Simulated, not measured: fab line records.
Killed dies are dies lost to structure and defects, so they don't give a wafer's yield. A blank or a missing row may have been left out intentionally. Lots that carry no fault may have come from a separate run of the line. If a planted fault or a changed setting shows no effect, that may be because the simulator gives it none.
fab line records + flow nand-harc
[record]
- lots = 12
- wafers = 36
- last-day = 33
route steps=1302 shown P_GATE@150 END@1302
lots with no fault: from the same line, run without faults
start-h: start of the lot's first displayed wafer, in hours after the record's first day + wait-h: time in hours since the lot's previous step + " unchanged from the row above + L1.1+2: a single row standing in for several wafers + - no value present, or no start provided + * or withheld: withheld + < > ~ a bound
route shown NAME@n: names a module that has steps shown in the file, with the first one's number in the route + usual: mean and standard deviation over wafers with no fault + same: alike in all rows + chamber/n: place in a boat + sites: per-site readings + _std_site: the values' standard deviation + _edge_site: inner sites' mean taken away from outer sites' mean + radius-mm: how far each site lies from the wafer's centre + mask NAME#n: copy n + behind: the tool/chamber that last shaped the wafer + hold: reason for holding the lot/hours on hold/outcome of the hold + device: transistor that didn't switch, given as n, p or np + end of line: at the end of the route, the tests of the same wafers + where a step has no rows: the recipe by itself + killed: dies lost to structure and defects at the first sort, not the wafer's yield + map: per-die view of a wafer (x killed, . not killed, _ where there is no die)
set.NAME: the setting that was run; set.NAME@STEP: the one run at that earlier step + model.NAME: the simulator's own value behind a step, which no gauge read
one table for each step of the route and one row for each wafer, over a sample of lots
services: when a tool's chamber went out of use (start-h, in hours from the record's first day, below 0 if earlier), for how many hours, and the reason
[[steps]]
[step NHARC_P_GATE_STRIP_108]
[recipe]
- o2-flow-sccm = 500
- ar-flow-sccm = 0
- bias-w = 0
- chemistry = O2
[usual]
- drypump-motor-current-A = 5.6/0.31
- oes-product-au = 1.000/0.009
- rf-vpp-V = 57.6/0.85
- showerhead-plenum-p-Torr = 3.48/0.12
- throttle-valve-pct = 17.035/0.0087
| lot.wafer | tool        | chamber | start-h | wait-h | drypump-motor-current-A | oes-product-au | rf-hours-counter-h | rf-vpp-V | showerhead-plenum-p-Torr | throttle-valve-pct |
|-----------|-------------|---------|---------|--------|-------------------------|----------------|--------------------|----------|--------------------------|--------------------|
| L399.2    | rie-diel-09 | 3       | 115.20  | -      | 5.7                     | 1.005          | 6                  | 58.5     | 3.56                     | 17.030             |
| L399.1    | "           | 0       | "       | "      | 5.1                     | 1.004          | 8                  | 58.0     | 3.41                     | 17.047             |
| L399.5    | "           | 3       | "       | "      | 5.7                     | 1.002          | -                  | 57.5     | 3.56                     | 17.033             |
| L401.2    | rie-diel-09 | 1       | 140.50  | -      | 5.1                     | 1.012          | 6                  | 58.6     | 3.77                     | 17.020             |
| L401.3    | "           | 0       | "       | "      | 5.1                     | 1.026          | 11                 | 56.9     | 3.41                     | 17.039             |
| L401.6    | "           | 1       | "       | "      | 5.1                     | 1.017          | -                  | 57.6     | 3.77                     | 17.040             |
| L404.3    | rie-diel-09 | 2       | 161.30  | -      | 6.4                     | 0.994          | 0                  | 59.0     | 3.69                     | 17.035             |
| L404.1    | "           | 3       | "       | "      | 5.7                     | 0.993          | 0                  | 58.4     | 3.56                     | 17.033             |
| L404.6    | "           | 0       | "       | "      | 5.1                     | 0.997          | -                  | 58.2     | 3.41                     | 17.026             |
| L405.3    | rie-diel-12 | 2       | 172.98  | -      | 5.6                     | 0.996          | 4                  | 58.0     | 3.54                     | 17.036             |
| L405.1    | "           | 0       | "       | "      | 5.2                     | 1.002          | 6                  | 58.2     | 3.36                     | 17.031             |
| L405.5    | "           | 2       | "       | "      | 5.6                     | 0.995          | -                  | 58.7     | 3.54                     | 17.033             |
| L407.3    | rie-diel-02 | 0       | 200.23  | -      | 5.5                     | 1.007          | 7                  | 56.7     | 3.31                     | 17.050             |
| L407.6    | "           | 1       | "       | "      | 5.8                     | 0.994          | -                  | 58.4     | 3.48                     | 17.044             |
| L407.5    | "           | 2       | "       | "      | 5.5                     | 1.006          | -                  | 56.4     | 3.45                     | 17.026             |
| L408.3    | rie-diel-12 | 1       | 203.58  | -      | 5.8                     | 0.994          | 5                  | 58.2     | 3.38                     | 17.035             |
| L408.5    | "           | 2       | "       | "      | 5.6                     | 0.996          | -                  | 58.3     | 3.54                     | 17.033             |
| L408.6    | "           | 3       | "       | "      | 5.4                     | 0.995          | -                  | 56.4     | 3.39                     | 17.040             |
| L409.3    | rie-diel-09 | 2       | 221.33  | -      | 6.4                     | 1.010          | 4                  | 57.4     | 3.69                     | 17.038             |
| L409.2    | "           | 1       | "       | "      | 5.1                     | 0.993          | 5                  | 58.2     | 3.77                     | 17.032             |
| L409.6    | "           | 3       | "       | "      | 5.7                     | 1.003          | -                  | 57.8     | 3.56                     | 17.033             |
| L411.4    | rie-diel-02 | 3       | 243.45  | -      | 5.7                     | 1.007          | 1                  | 57.5     | 3.50                     | 17.015             |
| L411.5    | "           | 1       | "       | "      | 5.7                     | 1.007          | -                  | 57.2     | 3.48                     | 17.040             |
| L411.6    | "           | 2       | "       | "      | 5.5                     | 1.003          | -                  | 55.7     | 3.45                     | 17.014             |
| L410.1    | rie-diel-09 | 1       | 243.58  | -      | 5.1                     | 0.993          | 7                  | 58.1     | 3.77                     | 17.035             |
| L410.5    | "           | 3       | "       | "      | 5.7                     | 0.999          | -                  | 58.9     | 3.55                     | 17.021             |
| L410.6    | "           | 0       | "       | "      | 5.1                     | 0.997          | -                  | 57.4     | 3.41                     | 17.044             |
| L412.4    | rie-diel-02 | 0       | 244.07  | -      | 5.5                     | 1.002          | 1                  | 55.4     | 3.31                     | 17.031             |
| L412.3    | "           | 1       | "       | "      | 5.7                     | 0.998          | 2                  | 57.8     | 3.48                     | 17.046             |
| L412.1    | "           | 3       | "       | "      | 5.7                     | 0.998          | 1                  | 57.2     | 3.50                     | 17.036             |
| L413.2    | rie-diel-12 | 1       | 258.81  | -      | 5.8                     | 0.986          | 9                  | 58.0     | 3.38                     | 17.047             |
| L413.3    | "           | 3       | "       | "      | 5.4                     | 1.011          | 10                 | 56.7     | 3.39                     | 17.035             |
| L413.6    | "           | 2       | "       | "      | 5.7                     | 0.988          | -                  | 56.1     | 3.54                     | 17.037             |
| L420.4    | rie-diel-02 | 2       | 328.86  | -      | 5.5                     | 0.992          | 4                  | 57.3     | 3.45                     | 17.059             |
| L420.2    | "           | 3       | "       | "      | 5.7                     | 0.985          | 4                  | 56.9     | 3.49                     | 17.048             |
| L420.5    | "           | 1       | "       | "      | 5.7                     | 0.990          | -                  | 58.6     | 3.48                     | 17.032             |
[step NHARC_P_GATE_STRIP_101]
[recipe]
- time-s = 20
- o2-flow-sccm = 500
- ar-flow-sccm = 0
- bias-w = 0
- chemistry = O2
[usual]
- drypump-motor-current-A = 5.57/0.29
- oes-product-au = 0.998/0.01
- rf-vpp-V = 57.6/0.89
- showerhead-plenum-p-Torr = 3.47/0.11
- throttle-valve-pct = 17.036/0.0092
| lot.wafer | tool        | chamber | start-h | wait-h | drypump-motor-current-A | oes-product-au | rf-hours-counter-h | rf-vpp-V | showerhead-plenum-p-Torr | throttle-valve-pct |
|-----------|-------------|---------|---------|--------|-------------------------|----------------|--------------------|----------|--------------------------|--------------------|
| L399.2    | rie-diel-12 | 1       | 125.40  | 0.1    | 5.78                    | 0.989          | 1                  | 56.8     | 3.39                     | 17.041             |
| L399.1    | "           | 3       | "       | "      | 5.41                    | 1.005          | 1                  | 57.6     | 3.39                     | 17.037             |
| L399.5    | "           | 0       | "       | "      | 5.25                    | 1.015          | -                  | 58.1     | 3.37                     | 17.042             |
| L401.2    | rie-diel-02 | 3       | 150.65  | 0.1    | 5.73                    | 0.996          | 6                  | 57.9     | 3.50                     | 17.031             |
| L401.3    | "           | 1       | "       | "      | 5.73                    | 0.986          | 6                  | 56.7     | 3.48                     | 17.026             |
| L401.6    | "           | 2       | "       | "      | 5.46                    | 0.992          | -                  | 57.2     | 3.45                     | 17.024             |
| L404.3    | rie-diel-09 | 0       | 171.64  | 0.2    | 5.10                    | 0.999          | 0                  | 56.2     | 3.41                     | 17.032             |
| L404.1    | "           | 2       | "       | "      | 6.44                    | 1.005          | 0                  | 59.0     | 3.69                     | 17.042             |
| L404.6    | "           | 1       | "       | "      | 5.05                    | 0.978          | -                  | 59.5     | 3.77                     | 17.043             |
| L405.3    | rie-diel-12 | 1       | 183.23  | 0.1    | 5.78                    | 0.981          | 5                  | 58.0     | 3.38                     | 17.028             |
| L405.1    | "           | 2       | "       | "      | 5.67                    | 0.991          | 5                  | 57.6     | 3.54                     | 17.037             |
| L405.5    | "           | 1       | "       | "      | 5.83                    | 0.981          | -                  | 56.3     | 3.38                     | 17.027             |
| L407.3    | rie-diel-02 | 1       | 210.43  | 0.1    | 5.75                    | 0.991          | 9                  | 57.5     | 3.48                     | 17.054             |
| L407.6    | "           | 0       | "       | "      | 5.46                    | 1.012          | -                  | 58.3     | 3.31                     | 17.045             |
| L407.5    | "           | 1       | "       | "      | 5.75                    | 0.978          | -                  | 59.2     | 3.48                     | 17.036             |
| L408.3    | rie-diel-02 | 1       | 213.78  | 0.1    | 5.73                    | 0.990          | 9                  | 58.2     | 3.48                     | 17.032             |
| L408.6    | "           | 3       | "       | "      | 5.74                    | 0.999          | -                  | 57.0     | 3.50                     | 17.036             |
| L408.5    | "           | 0       | "       | "      | 5.48                    | 1.004          | -                  | 55.9     | 3.31                     | 17.027             |
| L409.3    | rie-diel-02 | 1       | 231.58  | 0.1    | 5.75                    | 1.007          | 0                  | 57.9     | 3.48                     | 17.032             |
| L409.2    | "           | 0       | "       | "      | 5.45                    | 1.001          | 0                  | 56.7     | 3.31                     | 17.041             |
| L409.6    | "           | 2       | "       | "      | 5.44                    | 0.993          | -                  | 57.2     | 3.45                     | 17.034             |
| L411.4    | rie-diel-02 | 1       | 253.67  | 0.1    | 5.72                    | 1.014          | 2                  | 58.0     | 3.48                     | 17.038             |
| L411.5    | "           | 0       | "       | "      | 5.48                    | 1.005          | -                  | 58.4     | 3.31                     | 17.034             |
| L411.6    | "           | 1       | "       | "      | 5.74                    | 1.011          | -                  | 56.9     | 3.48                     | 17.019             |
| L410.1    | rie-diel-09 | 1       | 253.81  | 0.1    | 5.06                    | 0.987          | 7                  | 57.2     | 3.77                     | 17.032             |
| L410.5    | "           | 2       | "       | "      | 6.44                    | 1.011          | -                  | 58.5     | 3.69                     | 17.044             |
| L410.6    | "           | 3       | "       | "      | 5.72                    | 1.006          | -                  | 58.4     | 3.55                     | 17.047             |
| L412.3    | rie-diel-12 | 3       | 254.29  | 0.1    | 5.41                    | 0.995          | 10                 | 57.8     | 3.39                     | 17.031             |
| L412.1    | "           | 2       | "       | "      | 5.64                    | 0.992          | 9                  | 57.6     | 3.54                     | 17.028             |
| L412.4    | "           | 3       | "       | "      | 5.39                    | 0.997          | -                  | 57.2     | 3.39                     | 17.044             |
| L413.2    | rie-diel-02 | 0       | 269.03  | 0.1    | 5.47                    | 1.012          | 2                  | 55.7     | 3.31                     | 17.035             |
| L413.3    | "           | 2       | "       | "      | 5.45                    | 0.996          | 1                  | 56.9     | 3.45                     | 17.045             |
| L413.6    | "           | 0       | "       | "      | 5.47                    | 1.020          | -                  | 56.9     | 3.31                     | 17.038             |
| L420.2    | rie-diel-12 | 3       | 339.10  | 0.1    | 5.42                    | 1.001          | 3                  | 58.0     | 3.38                     | 17.038             |
| L420.4    | "           | 2       | "       | "      | 5.64                    | 0.979          | 3                  | 58.2     | 3.54                     | 17.026             |
| L420.5    | "           | 0       | "       | "      | 5.23                    | 1.004          | -                  | 56.9     | 3.36                     | 17.032             |
[step NHARC_P_GATE_EXPOSE_43]
[recipe]
- na = 0.6
- target-cd-nm = 720
- dose-mj = 14.81
- mask-id = P_NSD
| lot.wafer  | tool           | chamber | start-h | wait-h | mask    |
|------------|----------------|---------|---------|--------|---------|
| L399.1+2+5 | krf-scanner-01 | 0       | 126.16  | -      | P_NSD#0 |
| L401.2+3+6 | krf-scanner-04 | 0       | 151.29  | -      | P_NSD#0 |
| L404.1+3+6 | krf-scanner-03 | 0       | 172.49  | -      | P_NSD#0 |
| L405.1+3+5 | krf-scanner-03 | 0       | 183.87  | -      | P_NSD#0 |
| L407.3+5+6 | krf-scanner-03 | 0       | 211.20  | -      | P_NSD#0 |
| L408.3+5+6 | krf-scanner-03 | 0       | 214.43  | -      | P_NSD#0 |
| L409.2+3+6 | krf-scanner-01 | 0       | 232.35  | -      | P_NSD#0 |
| L411.4+5+6 | krf-scanner-01 | 0       | 254.33  | -      | P_NSD#0 |
| L410.1+5+6 | krf-scanner-04 | 0       | 254.57  | -      | P_NSD#0 |
| L412.1+3+4 | krf-scanner-03 | 0       | 255.06  | -      | P_PSD#0 |
| L413.2+3+6 | krf-scanner-04 | 0       | 269.80  | -      | P_NSD#0 |
| L420.2+4+5 | krf-scanner-04 | 0       | 339.87  | -      | P_NSD#0 |
[step NHARC_P_GATE_CD_MEAS_46]
[recipe]
- target-cd-nm = 720
- landing-energy-ev = 500
[usual]
- cd-nm = 719.8/1.6
[same]
- landing-energy-ev = 500
| lot.wafer | tool      | chamber | start-h | wait-h | cd-nm |
|-----------|-----------|---------|---------|--------|-------|
| L399.1    | cd-sem-03 | 0       | 126.32  | -      | 720.6 |
| L399.2    | "         | 0       | "       | "      | 720.9 |
| L399.5    | "         | 0       | "       | "      | 720.4 |
| L401.2    | cd-sem-03 | 0       | 151.45  | -      | 721.6 |
| L401.3    | "         | 0       | "       | "      | 721.1 |
| L401.6    | "         | 0       | "       | "      | 719.2 |
| L404.1    | cd-sem-03 | 0       | 172.65  | -      | 718.7 |
| L404.3    | "         | 0       | "       | "      | 718.9 |
| L404.6    | "         | 0       | "       | "      | 718.0 |
| L405.1    | cd-sem-01 | 0       | 184.02  | -      | 719.9 |
| L405.3    | "         | 0       | "       | "      | 719.2 |
| L405.5    | "         | 0       | "       | "      | 719.2 |
| L407.3    | cd-sem-01 | 0       | 211.35  | -      | 719.4 |
| L407.5    | "         | 0       | "       | "      | 720.0 |
| L407.6    | "         | 0       | "       | "      | 720.4 |
| L408.3    | cd-sem-01 | 0       | 214.58  | -      | 721.4 |
| L408.5    | "         | 0       | "       | "      | 721.3 |
| L408.6    | "         | 0       | "       | "      | 718.3 |
| L409.2    | cd-sem-01 | 0       | 232.51  | -      | 721.2 |
| L409.3    | "         | 0       | "       | "      | 719.6 |
| L409.6    | "         | 0       | "       | "      | 719.1 |
| L411.4    | cd-sem-03 | 0       | 254.47  | -      | 715.9 |
| L411.5    | "         | 0       | "       | "      | 719.4 |
| L411.6    | "         | 0       | "       | "      | 718.7 |
| L410.1    | cd-sem-03 | 0       | 254.72  | -      | 717.9 |
| L410.5    | "         | 0       | "       | "      | 717.1 |
| L410.6    | "         | 0       | "       | "      | 720.3 |
| L412.1    | cd-sem-02 | 0       | 255.22  | -      | -     |
| L412.3    | "         | 0       | "       | "      | -     |
| L412.4    | "         | 0       | "       | "      | -     |
| L413.2    | cd-sem-03 | 0       | 269.96  | -      | 720.1 |
| L413.3    | "         | 0       | "       | "      | 721.1 |
| L413.6    | "         | 0       | "       | "      | 720.3 |
| L420.2    | cd-sem-03 | 0       | 340.03  | -      | 717.4 |
| L420.4    | "         | 0       | "       | "      | 722.5 |
| L420.5    | "         | 0       | "       | "      | 721.7 |
[step NHARC_P_GATE_STRIP_112]
[recipe]
- power-w = 1500
- temp-c = 110
- time-s = 200
- chemistry = N2/H2
[usual]
- drypump-motor-current-A = 5.7/0.53
- heater-power-w = 82/7
| lot.wafer | tool            | chamber | start-h | wait-h | drypump-motor-current-A | heater-power-w | rf-hours-counter-h |
|-----------|-----------------|---------|---------|--------|-------------------------|----------------|--------------------|
| L399.2    | plasma-asher-01 | 1       | 128.51  | 0.2    | 5.8                     | 91             | 28                 |
| L399.1    | "               | 0       | "       | "      | 4.8                     | 82             | 28                 |
| L399.5    | "               | 1       | "       | "      | 5.8                     | 91             | -                  |
| L401.2    | plasma-asher-01 | 1       | 153.77  | 0.2    | 5.9                     | 92             | 32                 |
| L401.3    | "               | 1       | "       | "      | 5.9                     | 88             | -                  |
| L401.6    | "               | 0       | "       | "      | 4.8                     | 80             | -                  |
| L404.1    | plasma-asher-02 | 0       | 175.46  | 0.2    | 5.8                     | 72             | 21                 |
| L404.3    | "               | 1       | "       | "      | 6.2                     | 88             | -                  |
| L404.6    | "               | 0       | "       | "      | 5.8                     | 72             | -                  |
| L405.1    | plasma-asher-01 | 1       | 186.34  | 0.2    | 5.8                     | 86             | 2                  |
| L405.3    | "               | 0       | "       | "      | 4.8                     | 84             | -                  |
| L405.5    | "               | 0       | "       | "      | 4.8                     | 85             | -                  |
| L407.3    | plasma-asher-02 | 0       | 213.79  | 0.3    | 5.9                     | 72             | -                  |
| L407.6    | "               | 1       | "       | "      | 6.1                     | 88             | -                  |
| L407.5    | "               | 0       | "       | "      | 5.8                     | 72             | -                  |
| L408.3    | plasma-asher-02 | 0       | 216.87  | 0.3    | 5.9                     | 73             | -                  |
| L408.6    | "               | 1       | "       | "      | 6.1                     | 87             | -                  |
| L408.5    | "               | 0       | "       | "      | 5.9                     | 74             | -                  |
| L409.2    | plasma-asher-02 | 1       | 234.88  | 0.2    | 6.2                     | 89             | 33                 |
| L409.3    | "               | 1       | "       | "      | 6.1                     | 91             | -                  |
| L409.6    | "               | 0       | "       | "      | 5.9                     | 72             | -                  |
| L411.4    | plasma-asher-01 | 0       | 257.05  | 0.2    | 4.8                     | 83             | -                  |
| L411.6    | "               | 0       | "       | "      | 4.8                     | 86             | -                  |
| L411.5    | "               | 1       | "       | "      | 5.9                     | 84             | -                  |
| L410.1    | plasma-asher-01 | 0       | 257.57  | 0.3    | 4.8                     | 83             | 17                 |
| L410.5    | "               | 0       | "       | "      | 4.8                     | 87             | -                  |
| L410.6    | "               | 1       | "       | "      | 5.8                     | 84             | -                  |
| L412.1    | plasma-asher-01 | 0       | 258.07  | 0.4    | 4.8                     | 84             | 17                 |
| L412.4    | "               | 1       | "       | "      | 5.8                     | 86             | -                  |
| L412.3    | "               | 0       | "       | "      | 4.8                     | 86             | -                  |
| L413.2    | plasma-asher-02 | 1       | 272.24  | 0.2    | 6.2                     | 82             | 2                  |
| L413.3    | "               | 1       | "       | "      | 6.2                     | 84             | -                  |
| L413.6    | "               | 1       | "       | "      | 6.2                     | 83             | -                  |
| L420.2    | plasma-asher-02 | 1       | 342.35  | 0.2    | 6.2                     | 83             | 16                 |
| L420.4    | "               | 0       | "       | "      | 5.9                     | 69             | -                  |
| L420.5    | "               | 0       | "       | "      | 5.9                     | 70             | -                  |
[step NHARC_END_SORT_01]
[recipe]
- temp-c = 25
[usual]
- killed-at-array = 55/20
- killed-at-other = 0.7/0.96
- killed-at-periphery = 4.1/2.4
- killed-dies = 60/20
- killed-open = 3.3/1.9
- killed-short = 2.8/1.6
[same]
- gross-dies = 677
| lot.wafer | tool      | chamber | start-h | wait-h | killed-at-array | killed-at-other | killed-at-periphery | killed-dies | killed-open | killed-short |
|-----------|-----------|---------|---------|--------|-----------------|-----------------|---------------------|-------------|-------------|--------------|
| L412.1    | prober-02 | 0       | 696.13  | 2.5    | 40              | 0               | 637                 | 677         | 4           | 2            |
| L412.3    | prober-02 | 0       | 697.69  | 3.1    | 52              | 1               | 624                 | 677         | 4           | 5            |
| L412.4    | prober-02 | 0       | 698.48  | 3.4    | 43              | 0               | 634                 | 677         | 7           | 2            |
// killed by level:class
L412.1 P_GATE:area-expose=633 A_CHANNEL_HOLE_D1:chamber-film-flake=31 A_SLIT:chamber-film-flake=3 P_CONTACT:geometric-particle:open=1 A_SOURCE_PLATE:geometric-particle:open=1 A_CHANNEL_FILL_D1:geometric-particle:short=1 A_ONON_D2:geometric-particle:open=1 A_WL_FILL:geometric-particle:short=1
L412.3 P_GATE:area-expose=618 A_CHANNEL_HOLE_D1:chamber-film-flake=34 A_STAIRCASE:chamber-film-flake=4 P_M0:chamber-film-flake=3 A_SLIT:chamber-film-flake=3 A_CHANNEL_FILL_D2:geometric-particle:short=2 P_GATE:chamber-film-flake=2 A_CONTACT:chamber-film-flake=2
L412.4 P_GATE:area-expose=630 A_CHANNEL_HOLE_D1:chamber-film-flake=28 A_CONTACT:chamber-film-flake=3 A_DECK1_JOINT:geometric-particle:open=2 P_ZERO_WELL:chamber-film-flake=2 A_SLIT:chamber-film-flake=2 P_M0:geometric-particle:open=1 A_CHANNEL_FILL_D1:geometric-particle:open=1
[[services]]
| tool            | chamber | start-h | hours | kind   |
|-----------------|---------|---------|-------|--------|
| rie-diel-12     | -       | 91.45   | 9.0   | pm     |
| rie-diel-02     | 0       | 91.93   | 39.2  | repair |
| krf-scanner-03  | -       | 107.13  | 23.4  | repair |
| rie-diel-09     | 1       | 126.39  | 13.9  | repair |
| rie-diel-09     | 2       | 134.92  | 6.7   | repair |
| rie-diel-09     | -       | 143.17  | 9.0   | pm     |
| plasma-asher-01 | -       | 165.00  | 9.0   | pm     |
| rie-diel-02     | 3       | 172.30  | 6.0   | repair |
| rie-diel-12     | 1       | 190.19  | 8.3   | repair |
| rie-diel-09     | 3       | 190.44  | 5.8   | repair |
| rie-diel-09     | -       | 200.90  | 0.7   | repair |
| rie-diel-12     | 0       | 212.10  | 42.8  | repair |
| rie-diel-02     | -       | 216.82  | 9.0   | pm     |
| krf-scanner-03  | -       | 224.00  | 4.0   | pm     |
| krf-scanner-03  | -       | 229.69  | 0.1   | repair |
| plasma-asher-02 | -       | 251.32  | 9.0   | pm     |
| rie-diel-12     | -       | 252.16  | 0.4   | repair |
| rie-diel-09     | -       | 260.27  | 0.2   | repair |
| rie-diel-02     | 2       | 261.66  | 1.5   | repair |
| rie-diel-12     | -       | 268.45  | 9.0   | pm     |
| rie-diel-12     | 0       | 301.09  | 3.1   | repair |
| rie-diel-09     | -       | 320.17  | 9.0   | pm     |
| krf-scanner-03  | -       | 337.43  | 2.9   | repair |
| plasma-asher-01 | -       | 342.00  | 9.0   | pm     |
[[key]]
[first-sign]
- step = NHARC_P_GATE_EXPOSE_43
- reading = mask
- direction = changed
[effect]
- step = NHARC_P_GATE_CD_MEAS_46
- reading = cd-nm
- direction = missing
[effect]
- step = NHARC_END_SORT_01
- reading = killed-at-periphery
- direction = up
- sigmas = 99+
- usual = 4.1
- struck = 631.7
[more-kills-born-at]
- NHARC_P_GATE_EXPOSE_43@krf-scanner-03 = 1881
met-at NHARC_P_GATE_EXPOSE_43
struck-lots L412
later-rows-left-out L412.1,L412.3,L412.4
tester-left-out L412
not-acting-at NHARC_P_GATE_STRIP_108,NHARC_P_GATE_STRIP_101,NHARC_P_GATE_STRIP_112
onset-between 214.43 255.06
[fault]
- kind = wrong-mask
- tool = any
- chamber = -
- onset-h = 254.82
- steps = NHARC_P_GATE_EXPOSE_43
- aux-copy = P_PSD#0
- scope = struck-lots-only
// tester-left-out: of these lots the tester's yield and bins aren't shown, on N5 and GAA mostly nor the transistor test; their killed dies are dies lost to structure and defects alone, not to doping, threshold or leakage, so they don't give the yield
// later-rows-left-out: the simulator's readings of these wafers behind a module that went badly wrong aren't trusted and aren't shown, but for the sort
